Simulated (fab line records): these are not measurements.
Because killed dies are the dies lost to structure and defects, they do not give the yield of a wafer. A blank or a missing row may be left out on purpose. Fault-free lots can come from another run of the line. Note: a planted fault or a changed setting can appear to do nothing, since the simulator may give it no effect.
fab line records :: flow nand-harc
record
  lots=15
  wafers=42
  last-day=33
route steps=1302 shown P_M0@277 P_M1@295
lots that met no fault: from a run of the same line without faults
start-h: hours from the record's first day to the start of the lot's first wafer shown :: wait-h: how many hours have passed since the lot's step before this one :: " same as the row above :: L1.1+2: several wafers, shown together as one row :: - either no value or no given start :: * or withheld: withheld :: < > ~ a bound
route shown NAME@n: NAME is a module with steps in the file, n the number in the route of the first one :: usual: mean/standard deviation taken from wafers without a fault :: same: alike in all rows :: chamber/n: place in a boat :: sites: per-site readings :: _std_site: standard deviation across them :: _edge_site: mean of outer sites minus mean of inner sites :: radius-mm: how far each site lies from the wafer's centre :: mask NAME#n: copy n :: behind: the tool/chamber that last shaped the wafer :: hold: reason for holding the lot/hours on hold/outcome of the hold :: device: names the non-switching transistor (n, p or np) :: end of line: the same wafers' tests at the end of the route :: for a step that has no rows: nothing shown but its recipe :: killed: dies lost to structure and defects at the first sort, not the wafer's yield :: map: dies across one wafer; x = killed, . = not, _ = none there
set.NAME: the setting that was run; set.NAME@STEP: the one run at that earlier step :: model.NAME: the simulator's own value behind a step, which no gauge read
the route's steps for a sample of lots (tables are steps, rows are wafers)
services: the hour from which a tool's chamber was out of use, counted from the record's first day as start-h (under 0 if before that day), plus the number of hours and why
## steps
# step NHARC_P_M0_ANNEAL_30
# recipe
  temp-c=225
  time-s=90
# usual
  wafer_temp_C_max=226.15/0.24
lot.wafer: L388.3
tool: rtp-anneal-01
chamber: 0
start-h: 128.45
wait-h: -
wafer_temp_C_max: 226.53

lot.wafer: L388.4
tool: rtp-anneal-01
chamber: 0
start-h: 128.45
wait-h: -
wafer_temp_C_max: 226.08

lot.wafer: L388.6
tool: rtp-anneal-01
chamber: 0
start-h: 128.45
wait-h: -
wafer_temp_C_max: 226.06

lot.wafer: L390.1
tool: rtp-anneal-01
chamber: 0
start-h: 148.05
wait-h: -
wafer_temp_C_max: 225.98

lot.wafer: L390.4
tool: rtp-anneal-01
chamber: 0
start-h: 148.05
wait-h: -
wafer_temp_C_max: 226.13

lot.wafer: L390.5
tool: rtp-anneal-01
chamber: 0
start-h: 148.05
wait-h: -
wafer_temp_C_max: 225.85

lot.wafer: L391.3
tool: rtp-anneal-01
chamber: 0
start-h: 162.30
wait-h: -
wafer_temp_C_max: 226.29

lot.wafer: L391.5
tool: rtp-anneal-01
chamber: 0
start-h: 162.30
wait-h: -
wafer_temp_C_max: 225.85

lot.wafer: L391.6
tool: rtp-anneal-01
chamber: 0
start-h: 162.30
wait-h: -
wafer_temp_C_max: 225.98

lot.wafer: L396.1
tool: rtp-anneal-02
chamber: 0
start-h: 201.95
wait-h: -
wafer_temp_C_max: 226.57

lot.wafer: L396.3
tool: rtp-anneal-02
chamber: 0
start-h: 201.95
wait-h: -
wafer_temp_C_max: 226.48

lot.wafer: L397.2
tool: rtp-anneal-02
chamber: 0
start-h: 210.92
wait-h: -
wafer_temp_C_max: 226.74

lot.wafer: L397.6
tool: rtp-anneal-02
chamber: 0
start-h: 210.92
wait-h: -
wafer_temp_C_max: 226.34

lot.wafer: L399.1
tool: rtp-anneal-01
chamber: 0
start-h: 230.28
wait-h: 0.3
wafer_temp_C_max: 226.20

lot.wafer: L399.3
tool: rtp-anneal-01
chamber: 0
start-h: 230.28
wait-h: 0.3
wafer_temp_C_max: 226.11

lot.wafer: L400.2
tool: rtp-anneal-01
chamber: 0
start-h: 247.38
wait-h: -
wafer_temp_C_max: 225.75

lot.wafer: L400.5
tool: rtp-anneal-01
chamber: 0
start-h: 247.38
wait-h: -
wafer_temp_C_max: 226.27

lot.wafer: L400.6
tool: rtp-anneal-01
chamber: 0
start-h: 247.38
wait-h: -
wafer_temp_C_max: 225.94

lot.wafer: L404.1
tool: rtp-anneal-01
chamber: 0
start-h: 283.89
wait-h: 0.3
wafer_temp_C_max: 225.88

lot.wafer: L404.3
tool: rtp-anneal-01
chamber: 0
start-h: 283.89
wait-h: 0.3
wafer_temp_C_max: 225.85

lot.wafer: L404.5
tool: rtp-anneal-01
chamber: 0
start-h: 283.89
wait-h: 0.3
wafer_temp_C_max: 226.08

lot.wafer: L405.3
tool: rtp-anneal-02
chamber: 0
start-h: 288.90
wait-h: 0.3
wafer_temp_C_max: 226.50

lot.wafer: L405.4
tool: rtp-anneal-02
chamber: 0
start-h: 288.90
wait-h: 0.3
wafer_temp_C_max: 226.31

lot.wafer: L405.6
tool: rtp-anneal-02
chamber: 0
start-h: 288.90
wait-h: 0.3
wafer_temp_C_max: 226.59

lot.wafer: L406.1
tool: rtp-anneal-01
chamber: 0
start-h: 303.38
wait-h: -
wafer_temp_C_max: 225.97

lot.wafer: L406.4
tool: rtp-anneal-01
chamber: 0
start-h: 303.38
wait-h: -
wafer_temp_C_max: 226.02

lot.wafer: L406.5
tool: rtp-anneal-01
chamber: 0
start-h: 303.38
wait-h: -
wafer_temp_C_max: 225.73

lot.wafer: L407.4
tool: rtp-anneal-01
chamber: 0
start-h: 318.40
wait-h: -
wafer_temp_C_max: 226.46

lot.wafer: L407.5
tool: rtp-anneal-01
chamber: 0
start-h: 318.40
wait-h: -
wafer_temp_C_max: 226.22

lot.wafer: L407.6
tool: rtp-anneal-01
chamber: 0
start-h: 318.40
wait-h: -
wafer_temp_C_max: 226.38

lot.wafer: L408.2
tool: rtp-anneal-01
chamber: 0
start-h: 323.28
wait-h: -
wafer_temp_C_max: 226.35

lot.wafer: L408.3
tool: rtp-anneal-01
chamber: 0
start-h: 323.28
wait-h: -
wafer_temp_C_max: 226.12

lot.wafer: L408.4
tool: rtp-anneal-01
chamber: 0
start-h: 323.28
wait-h: -
wafer_temp_C_max: 226.06

lot.wafer: L409.1
tool: rtp-anneal-01
chamber: 0
start-h: 329.49
wait-h: -
wafer_temp_C_max: 226.08

lot.wafer: L409.4
tool: rtp-anneal-01
chamber: 0
start-h: 329.49
wait-h: -
wafer_temp_C_max: 225.92

lot.wafer: L409.6
tool: rtp-anneal-01
chamber: 0
start-h: 329.49
wait-h: -
wafer_temp_C_max: 226.24

lot.wafer: L410.4
tool: rtp-anneal-02
chamber: 0
start-h: 350.63
wait-h: 0.4
wafer_temp_C_max: 225.99

lot.wafer: L410.5
tool: rtp-anneal-02
chamber: 0
start-h: 350.63
wait-h: 0.4
wafer_temp_C_max: 225.96

lot.wafer: L410.6
tool: rtp-anneal-02
chamber: 0
start-h: 350.63
wait-h: 0.4
wafer_temp_C_max: 226.23

lot.wafer: L411.2
tool: rtp-anneal-01
chamber: 0
start-h: 351.06
wait-h: 0.3
wafer_temp_C_max: 225.88

lot.wafer: L411.4
tool: rtp-anneal-01
chamber: 0
start-h: 351.06
wait-h: 0.3
wafer_temp_C_max: 226.12

lot.wafer: L411.6
tool: rtp-anneal-01
chamber: 0
start-h: 351.06
wait-h: 0.3
wafer_temp_C_max: 226.04
# step NHARC_P_M1_CD_MEAS_09
# recipe
  target-cd-nm=130
  landing-energy-ev=500
# usual
  cd-nm=130.1/0.62
lot.wafer: L388.3
tool: cd-sem-03
chamber: 0
start-h: 130.56
wait-h: -
cd-nm: 130.2

lot.wafer: L388.4
tool: cd-sem-03
chamber: 0
start-h: 130.56
wait-h: -
cd-nm: 129.9

lot.wafer: L388.6
tool: cd-sem-03
chamber: 0
start-h: 130.56
wait-h: -
cd-nm: 130.4

lot.wafer: L390.1
tool: cd-sem-02
chamber: 0
start-h: 150.14
wait-h: -
cd-nm: 129.7

lot.wafer: L390.4
tool: cd-sem-02
chamber: 0
start-h: 150.14
wait-h: -
cd-nm: 130.3

lot.wafer: L390.5
tool: cd-sem-02
chamber: 0
start-h: 150.14
wait-h: -
cd-nm: 129.1

lot.wafer: L391.3
tool: cd-sem-01
chamber: 0
start-h: 164.41
wait-h: -
cd-nm: 129.3

lot.wafer: L391.5
tool: cd-sem-01
chamber: 0
start-h: 164.41
wait-h: -
cd-nm: 130.0

lot.wafer: L391.6
tool: cd-sem-01
chamber: 0
start-h: 164.41
wait-h: -
cd-nm: 129.8

lot.wafer: L396.1
tool: cd-sem-02
chamber: 0
start-h: 204.17
wait-h: -
cd-nm: 131.4

lot.wafer: L396.3
tool: cd-sem-02
chamber: 0
start-h: 204.17
wait-h: -
cd-nm: 129.9

lot.wafer: L397.2
tool: cd-sem-03
chamber: 0
start-h: 213.09
wait-h: -
cd-nm: 131.2

lot.wafer: L397.6
tool: cd-sem-03
chamber: 0
start-h: 213.09
wait-h: -
cd-nm: 130.0

lot.wafer: L399.1
tool: cd-sem-02
chamber: 0
start-h: 232.34
wait-h: -
cd-nm: 130.5

lot.wafer: L399.3
tool: cd-sem-02
chamber: 0
start-h: 232.34
wait-h: -
cd-nm: 129.7

lot.wafer: L400.2
tool: cd-sem-03
chamber: 0
start-h: 249.41
wait-h: -
cd-nm: 130.1

lot.wafer: L400.5
tool: cd-sem-03
chamber: 0
start-h: 249.41
wait-h: -
cd-nm: 130.5

lot.wafer: L400.6
tool: cd-sem-03
chamber: 0
start-h: 249.41
wait-h: -
cd-nm: 130.8

lot.wafer: L404.1
tool: cd-sem-03
chamber: 0
start-h: 286.13
wait-h: -
cd-nm: 130.4

lot.wafer: L404.3
tool: cd-sem-03
chamber: 0
start-h: 286.13
wait-h: -
cd-nm: 129.8

lot.wafer: L404.5
tool: cd-sem-03
chamber: 0
start-h: 286.13
wait-h: -
cd-nm: 130.8

lot.wafer: L405.3
tool: cd-sem-03
chamber: 0
start-h: 290.91
wait-h: -
cd-nm: 130.2

lot.wafer: L405.4
tool: cd-sem-03
chamber: 0
start-h: 290.91
wait-h: -
cd-nm: 130.2

lot.wafer: L405.6
tool: cd-sem-03
chamber: 0
start-h: 290.91
wait-h: -
cd-nm: 131.2

lot.wafer: L406.1
tool: cd-sem-02
chamber: 0
start-h: 305.58
wait-h: -
cd-nm: 130.4

lot.wafer: L406.4
tool: cd-sem-02
chamber: 0
start-h: 305.58
wait-h: -
cd-nm: 130.8

lot.wafer: L406.5
tool: cd-sem-02
chamber: 0
start-h: 305.58
wait-h: -
cd-nm: 131.1

lot.wafer: L407.4
tool: cd-sem-01
chamber: 0
start-h: 320.51
wait-h: -
cd-nm: 130.4

lot.wafer: L407.5
tool: cd-sem-01
chamber: 0
start-h: 320.51
wait-h: -
cd-nm: 129.7

lot.wafer: L407.6
tool: cd-sem-01
chamber: 0
start-h: 320.51
wait-h: -
cd-nm: 130.1

lot.wafer: L408.2
tool: cd-sem-02
chamber: 0
start-h: 325.47
wait-h: -
cd-nm: 129.2

lot.wafer: L408.3
tool: cd-sem-02
chamber: 0
start-h: 325.47
wait-h: -
cd-nm: 130.0

lot.wafer: L408.4
tool: cd-sem-02
chamber: 0
start-h: 325.47
wait-h: -
cd-nm: 130.4

lot.wafer: L409.1
tool: cd-sem-01
chamber: 0
start-h: 331.70
wait-h: -
cd-nm: 129.2

lot.wafer: L409.4
tool: cd-sem-01
chamber: 0
start-h: 331.70
wait-h: -
cd-nm: 129.3

lot.wafer: L409.6
tool: cd-sem-01
chamber: 0
start-h: 331.70
wait-h: -
cd-nm: 130.5

lot.wafer: L410.4
tool: cd-sem-03
chamber: 0
start-h: 352.57
wait-h: -
cd-nm: 129.9

lot.wafer: L410.5
tool: cd-sem-03
chamber: 0
start-h: 352.57
wait-h: -
cd-nm: 129.7

lot.wafer: L410.6
tool: cd-sem-03
chamber: 0
start-h: 352.57
wait-h: -
cd-nm: 130.8

lot.wafer: L411.2
tool: cd-sem-03
chamber: 0
start-h: 353.53
wait-h: -
cd-nm: 129.2

lot.wafer: L411.4
tool: cd-sem-03
chamber: 0
start-h: 353.53
wait-h: -
cd-nm: 130.9

lot.wafer: L411.6
tool: cd-sem-03
chamber: 0
start-h: 353.53
wait-h: -
cd-nm: 130.2
# step NHARC_P_M1_PRE_CLEAN_30
# recipe
  time-s=30
  temp-c=280
  gas=H2/He
# usual
  heater-power-w=415/51
lot.wafer: L388.4
tool: pvd-sputter-02
chamber: -
start-h: -
wait-h: -
heater-power-w: 436

lot.wafer: L388.3
tool: pvd-sputter-02
chamber: -
start-h: -
wait-h: -
heater-power-w: 328

lot.wafer: L388.6
tool: pvd-sputter-02
chamber: -
start-h: -
wait-h: -
heater-power-w: 448

lot.wafer: L390.4
tool: pvd-sputter-01
chamber: -
start-h: -
wait-h: -
heater-power-w: 324

lot.wafer: L390.1
tool: pvd-sputter-01
chamber: -
start-h: -
wait-h: -
heater-power-w: 355

lot.wafer: L390.5
tool: pvd-sputter-01
chamber: -
start-h: -
wait-h: -
heater-power-w: 318

lot.wafer: L391.3
tool: pvd-sputter-03
chamber: -
start-h: -
wait-h: -
heater-power-w: 464

lot.wafer: L391.5
tool: pvd-sputter-03
chamber: -
start-h: -
wait-h: -
heater-power-w: 474

lot.wafer: L391.6
tool: pvd-sputter-03
chamber: -
start-h: -
wait-h: -
heater-power-w: 439

lot.wafer: L396.3
tool: pvd-sputter-03
chamber: -
start-h: -
wait-h: -
heater-power-w: 398

lot.wafer: L396.1
tool: pvd-sputter-03
chamber: -
start-h: -
wait-h: -
heater-power-w: 388

lot.wafer: L397.2
tool: pvd-sputter-02
chamber: -
start-h: -
wait-h: -
heater-power-w: 330

lot.wafer: L397.6
tool: pvd-sputter-02
chamber: -
start-h: -
wait-h: -
heater-power-w: 433

lot.wafer: L399.1
tool: pvd-sputter-02
chamber: -
start-h: -
wait-h: -
heater-power-w: 442

lot.wafer: L399.3
tool: pvd-sputter-02
chamber: -
start-h: -
wait-h: -
heater-power-w: 325

lot.wafer: L400.2
tool: pvd-sputter-03
chamber: -
start-h: -
wait-h: -
heater-power-w: 438

lot.wafer: L400.6
tool: pvd-sputter-03
chamber: -
start-h: -
wait-h: -
heater-power-w: 467

lot.wafer: L400.5
tool: pvd-sputter-03
chamber: -
start-h: -
wait-h: -
heater-power-w: 398

lot.wafer: L404.3
tool: pvd-sputter-03
chamber: -
start-h: -
wait-h: -
heater-power-w: 393

lot.wafer: L404.1
tool: pvd-sputter-03
chamber: -
start-h: -
wait-h: -
heater-power-w: 458

lot.wafer: L404.5
tool: pvd-sputter-03
chamber: -
start-h: -
wait-h: -
heater-power-w: 477

lot.wafer: L405.4
tool: pvd-sputter-03
chamber: -
start-h: -
wait-h: -
heater-power-w: 477

lot.wafer: L405.3
tool: pvd-sputter-03
chamber: -
start-h: -
wait-h: -
heater-power-w: 398

lot.wafer: L405.6
tool: pvd-sputter-03
chamber: -
start-h: -
wait-h: -
heater-power-w: 469

lot.wafer: L406.1
tool: pvd-sputter-03
chamber: -
start-h: -
wait-h: -
heater-power-w: 405

lot.wafer: L406.4
tool: pvd-sputter-03
chamber: -
start-h: -
wait-h: -
heater-power-w: 395

lot.wafer: L406.5
tool: pvd-sputter-03
chamber: -
start-h: -
wait-h: -
heater-power-w: 399

lot.wafer: L407.4
tool: pvd-sputter-01
chamber: -
start-h: -
wait-h: -
heater-power-w: 378

lot.wafer: L407.5
tool: pvd-sputter-01
chamber: -
start-h: -
wait-h: -
heater-power-w: 534

lot.wafer: L407.6
tool: pvd-sputter-01
chamber: -
start-h: -
wait-h: -
heater-power-w: 372

lot.wafer: L408.2
tool: pvd-sputter-02
chamber: -
start-h: -
wait-h: -
heater-power-w: 404

lot.wafer: L408.3
tool: pvd-sputter-02
chamber: -
start-h: -
wait-h: -
heater-power-w: 405

lot.wafer: L408.4
tool: pvd-sputter-02
chamber: -
start-h: -
wait-h: -
heater-power-w: 325

lot.wafer: L409.1
tool: pvd-sputter-03
chamber: -
start-h: -
wait-h: -
heater-power-w: 401

lot.wafer: L409.4
tool: pvd-sputter-03
chamber: -
start-h: -
wait-h: -
heater-power-w: 458

lot.wafer: L409.6
tool: pvd-sputter-03
chamber: -
start-h: -
wait-h: -
heater-power-w: 483

lot.wafer: L410.4
tool: pvd-sputter-01
chamber: -
start-h: -
wait-h: -
heater-power-w: 371

lot.wafer: L410.6
tool: pvd-sputter-01
chamber: -
start-h: -
wait-h: -
heater-power-w: 374

lot.wafer: L410.5
tool: pvd-sputter-01
chamber: -
start-h: -
wait-h: -
heater-power-w: 374

lot.wafer: L411.4
tool: pvd-sputter-02
chamber: -
start-h: -
wait-h: -
heater-power-w: 404

lot.wafer: L411.2
tool: pvd-sputter-02
chamber: -
start-h: -
wait-h: -
heater-power-w: 388

lot.wafer: L411.6
tool: pvd-sputter-02
chamber: -
start-h: -
wait-h: -
heater-power-w: 403
# step NHARC_P_M1_ECD_22
# recipe
  target-thk-a=4000
  bath-temp-c=25
  material=Cu
lot.wafer: L388.4+3+6
tool: ecd-cu-02
chamber: 0,1,1
start-h: 132.33
wait-h: -

lot.wafer: L390.1+4+5
tool: ecd-cu-01
chamber: 0
start-h: 151.72
wait-h: -

lot.wafer: L391.3+6+5
tool: ecd-cu-02
chamber: 1,1,0
start-h: 166.07
wait-h: -

lot.wafer: L396.1+3
tool: ecd-cu-02
chamber: 1,0
start-h: 205.78
wait-h: -

lot.wafer: L397.2+6
tool: ecd-cu-02
chamber: 1,0
start-h: 214.69
wait-h: -

lot.wafer: L399.1+3
tool: ecd-cu-02
chamber: 1,0
start-h: 233.95
wait-h: -

lot.wafer: L400.2+6+5
tool: ecd-cu-01
chamber: 0,1,0
start-h: 251.02
wait-h: -

lot.wafer: L404.1+3+5
tool: ecd-cu-02
chamber: 0,1,0
start-h: 287.81
wait-h: -

lot.wafer: L405.3+4+6
tool: ecd-cu-01
chamber: 1,0,1
start-h: 292.61
wait-h: -

lot.wafer: L406.1+4+5
tool: ecd-cu-02
chamber: 0,1,1
start-h: 307.20
wait-h: -

lot.wafer: L407.4+6+5
tool: ecd-cu-02
chamber: 0,1,0
start-h: 322.48
wait-h: -

lot.wafer: L408.2+3+4
tool: ecd-cu-01
chamber: 0,0,1
start-h: 327.36
wait-h: -

lot.wafer: L409.1+4+6
tool: ecd-cu-01
chamber: 1,0,1
start-h: 333.37
wait-h: -

lot.wafer: L410.4+5+6
tool: ecd-cu-02
chamber: 1,1,0
start-h: 354.24
wait-h: -

lot.wafer: L411.2+4+6
tool: ecd-cu-01
chamber: 1,0,0
start-h: 355.11
wait-h: -
# step NHARC_P_M1_CMP_23
# recipe
  t-overpolish-s=20
  target-thk-nm=157.82
# usual
  motor-current-A=13.0/1.5
  time-to-endpoint-s=28.6/2.6
lot.wafer: L388.4
tool: cmp-03
chamber: 2
start-h: 133.01
wait-h: -
motor-current-A: 13.0
time-to-endpoint-s: 24.3

lot.wafer: L388.3
tool: cmp-03
chamber: 3
start-h: 133.01
wait-h: -
motor-current-A: 12.8
time-to-endpoint-s: 25.6

lot.wafer: L388.6
tool: cmp-03
chamber: 1
start-h: 133.01
wait-h: -
motor-current-A: 11.9
time-to-endpoint-s: 22.1

lot.wafer: L390.1
tool: cmp-02
chamber: 0
start-h: 152.50
wait-h: -
motor-current-A: 13.8
time-to-endpoint-s: 31.3

lot.wafer: L390.4
tool: cmp-02
chamber: 1
start-h: 152.50
wait-h: -
motor-current-A: 12.5
time-to-endpoint-s: 31.0

lot.wafer: L390.5
tool: cmp-02
chamber: 2
start-h: 152.50
wait-h: -
motor-current-A: 14.7
time-to-endpoint-s: 31.0

lot.wafer: L391.3
tool: cmp-02
chamber: 1
start-h: 166.72
wait-h: -
motor-current-A: 12.1
time-to-endpoint-s: 26.6

lot.wafer: L391.5
tool: cmp-02
chamber: 0
start-h: 166.72
wait-h: -
motor-current-A: 13.5
time-to-endpoint-s: 27.1

lot.wafer: L391.6
tool: cmp-02
chamber: 1
start-h: 166.72
wait-h: -
motor-current-A: 12.8
time-to-endpoint-s: 27.0

lot.wafer: L396.3
tool: cmp-01
chamber: 2
start-h: 206.53
wait-h: -
motor-current-A: 13.8
time-to-endpoint-s: 20.2

lot.wafer: L396.1
tool: cmp-01
chamber: 0
start-h: 206.53
wait-h: -
motor-current-A: 11.8
time-to-endpoint-s: 27.3

lot.wafer: L397.2
tool: cmp-02
chamber: 3
start-h: 215.45
wait-h: -
motor-current-A: 10.1
time-to-endpoint-s: 18.0

lot.wafer: L397.6
tool: cmp-02
chamber: 1
start-h: 215.45
wait-h: -
motor-current-A: 11.7
time-to-endpoint-s: 31.9

lot.wafer: L399.3
tool: cmp-03
chamber: 2
start-h: 234.67
wait-h: -
motor-current-A: 13.1
time-to-endpoint-s: 18.5

lot.wafer: L399.1
tool: cmp-03
chamber: 3
start-h: 234.67
wait-h: -
motor-current-A: 12.6
time-to-endpoint-s: 32.8

lot.wafer: L400.2
tool: cmp-02
chamber: 0
start-h: 251.69
wait-h: -
motor-current-A: 13.4
time-to-endpoint-s: 28.8

lot.wafer: L400.5
tool: cmp-02
chamber: 0
start-h: 251.69
wait-h: -
motor-current-A: 13.5
time-to-endpoint-s: 30.3

lot.wafer: L400.6
tool: cmp-02
chamber: 1
start-h: 251.69
wait-h: -
motor-current-A: 12.7
time-to-endpoint-s: 33.9

lot.wafer: L404.1
tool: cmp-03
chamber: 0
start-h: 288.48
wait-h: -
motor-current-A: 13.2
time-to-endpoint-s: 29.7

lot.wafer: L404.3
tool: cmp-03
chamber: 2
start-h: 288.48
wait-h: -
motor-current-A: 13.0
time-to-endpoint-s: 29.6

lot.wafer: L404.5
tool: cmp-03
chamber: 0
start-h: 288.48
wait-h: -
motor-current-A: 13.7
time-to-endpoint-s: 29.6

lot.wafer: L405.3
tool: cmp-02
chamber: 3
start-h: 293.29
wait-h: -
motor-current-A: 10.5
time-to-endpoint-s: 27.5

lot.wafer: L405.4
tool: cmp-02
chamber: 0
start-h: 293.29
wait-h: -
motor-current-A: 14.2
time-to-endpoint-s: 23.8

lot.wafer: L405.6
tool: cmp-02
chamber: 2
start-h: 293.29
wait-h: -
motor-current-A: 14.7
time-to-endpoint-s: 25.9

lot.wafer: L406.1
tool: cmp-03
chamber: 0
start-h: 307.86
wait-h: -
motor-current-A: 13.8
time-to-endpoint-s: 27.1

lot.wafer: L406.4
tool: cmp-03
chamber: 2
start-h: 307.86
wait-h: -
motor-current-A: 12.5
time-to-endpoint-s: 29.8

lot.wafer: L406.5
tool: cmp-03
chamber: 1
start-h: 307.86
wait-h: -
motor-current-A: 13.3
time-to-endpoint-s: 28.0

lot.wafer: L407.4
tool: cmp-02
chamber: 2
start-h: 323.13
wait-h: -
motor-current-A: 15.0
time-to-endpoint-s: 26.5

lot.wafer: L407.5
tool: cmp-02
chamber: 3
start-h: 323.13
wait-h: -
motor-current-A: 10.4
time-to-endpoint-s: 27.3

lot.wafer: L407.6
tool: cmp-02
chamber: 0
start-h: 323.13
wait-h: -
motor-current-A: 13.4
time-to-endpoint-s: 27.8

lot.wafer: L408.3
tool: cmp-02
chamber: 2
start-h: 328.09
wait-h: -
motor-current-A: 14.9
time-to-endpoint-s: 27.8

lot.wafer: L408.4
tool: cmp-02
chamber: 3
start-h: 328.09
wait-h: -
motor-current-A: 10.2
time-to-endpoint-s: 26.7

lot.wafer: L408.2
tool: cmp-02
chamber: 1
start-h: 328.09
wait-h: -
motor-current-A: 11.9
time-to-endpoint-s: 29.6

lot.wafer: L409.4
tool: cmp-01
chamber: 0
start-h: 334.15
wait-h: -
motor-current-A: 11.0
time-to-endpoint-s: 32.8

lot.wafer: L409.1
tool: cmp-01
chamber: 1
start-h: 334.15
wait-h: -
motor-current-A: 15.8
time-to-endpoint-s: 31.0

lot.wafer: L409.6
tool: cmp-01
chamber: 3
start-h: 334.15
wait-h: -
motor-current-A: 11.5
time-to-endpoint-s: 31.0

lot.wafer: L410.4
tool: cmp-02
chamber: 1
start-h: 355.00
wait-h: -
motor-current-A: 13.1
time-to-endpoint-s: 29.0

lot.wafer: L410.6
tool: cmp-02
chamber: 2
start-h: 355.00
wait-h: -
motor-current-A: 15.1
time-to-endpoint-s: 26.8

lot.wafer: L410.5
tool: cmp-02
chamber: 3
start-h: 355.00
wait-h: -
motor-current-A: 10.7
time-to-endpoint-s: 27.1

lot.wafer: L411.4
tool: cmp-01
chamber: 2
start-h: 355.89
wait-h: -
motor-current-A: 14.3
time-to-endpoint-s: 35.3

lot.wafer: L411.2
tool: cmp-01
chamber: 3
start-h: 355.89
wait-h: -
motor-current-A: 11.2
time-to-endpoint-s: 31.9

lot.wafer: L411.6
tool: cmp-01
chamber: 0
start-h: 355.89
wait-h: -
motor-current-A: 11.0
time-to-endpoint-s: 30.9
## services
tool: ecd-cu-01
chamber: -
start-h: 119.91
hours: 1.0
kind: repair

tool: cmp-03
chamber: -
start-h: 125.98
hours: 2.2
kind: repair

tool: ecd-cu-01
chamber: -
start-h: 126.76
hours: 1.0
kind: repair

tool: cmp-02
chamber: -
start-h: 134.50
hours: 4.0
kind: pm

tool: cmp-02
chamber: -
start-h: 139.21
hours: 1.9
kind: repair

tool: ecd-cu-01
chamber: -
start-h: 160.52
hours: 8.0
kind: pm

tool: cmp-03
chamber: -
start-h: 163.76
hours: 4.0
kind: pm

tool: pvd-sputter-03
chamber: -
start-h: 170.00
hours: 10.0
kind: pm

tool: cmp-01
chamber: -
start-h: 172.48
hours: 0.7
kind: repair

tool: ecd-cu-01
chamber: -
start-h: 177.20
hours: 14.5
kind: repair

tool: ecd-cu-01
chamber: -
start-h: 205.67
hours: 0.2
kind: repair

tool: ecd-cu-02
chamber: -
start-h: 212.64
hours: 1.7
kind: repair

tool: pvd-sputter-01
chamber: -
start-h: 226.47
hours: 10.0
kind: pm

tool: cmp-02
chamber: -
start-h: 232.50
hours: 4.0
kind: pm

tool: ecd-cu-02
chamber: -
start-h: 244.03
hours: 8.0
kind: pm

tool: cmp-03
chamber: -
start-h: 253.25
hours: 3.3
kind: repair

tool: cmp-03
chamber: -
start-h: 261.76
hours: 4.0
kind: pm

tool: pvd-sputter-02
chamber: -
start-h: 282.00
hours: 10.0
kind: pm

tool: pvd-sputter-02
chamber: -
start-h: 318.99
hours: 0.9
kind: repair

tool: cmp-02
chamber: -
start-h: 330.50
hours: 4.0
kind: pm

tool: ecd-cu-01
chamber: -
start-h: 336.52
hours: 8.0
kind: pm

tool: cmp-02
chamber: -
start-h: 337.19
hours: 4.4
kind: repair

tool: ecd-cu-01
chamber: -
start-h: 345.36
hours: 4.5
kind: repair

tool: pvd-sputter-03
chamber: -
start-h: 348.00
hours: 10.0
kind: pm
## key
first-sign
  step=NHARC_P_M1_CMP_23
  reading=time-to-endpoint-s
  direction=down
  sigmas=3.8
  usual=*
  struck=*
effect none on later readings
met-at NHARC_P_M1_ECD_22
struck-lots L396,L397,L399
struck-wafers L396.3,L397.2,L399.3
sort-left-out L397.2
not-acting-at NHARC_P_M0_ANNEAL_30,NHARC_P_M1_CD_MEAS_09,NHARC_P_M1_PRE_CLEAN_30
onset-between 166.07 205.78
fault
  kind=process-parameter-drift
  tool=ecd-cu-02
  chamber=-
  onset-h=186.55
  steps=NHARC_P_M1_ECD_22
  channel=target-thk-a
  offset=*
  shape=step
  end-h=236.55
  scope=struck-wafers-only
  acts-in=*
  stated=*
# sort-left-out: the simulated sort isn't trusted on such a fault, so these wafers' sort isn't shown, and their yield isn't known
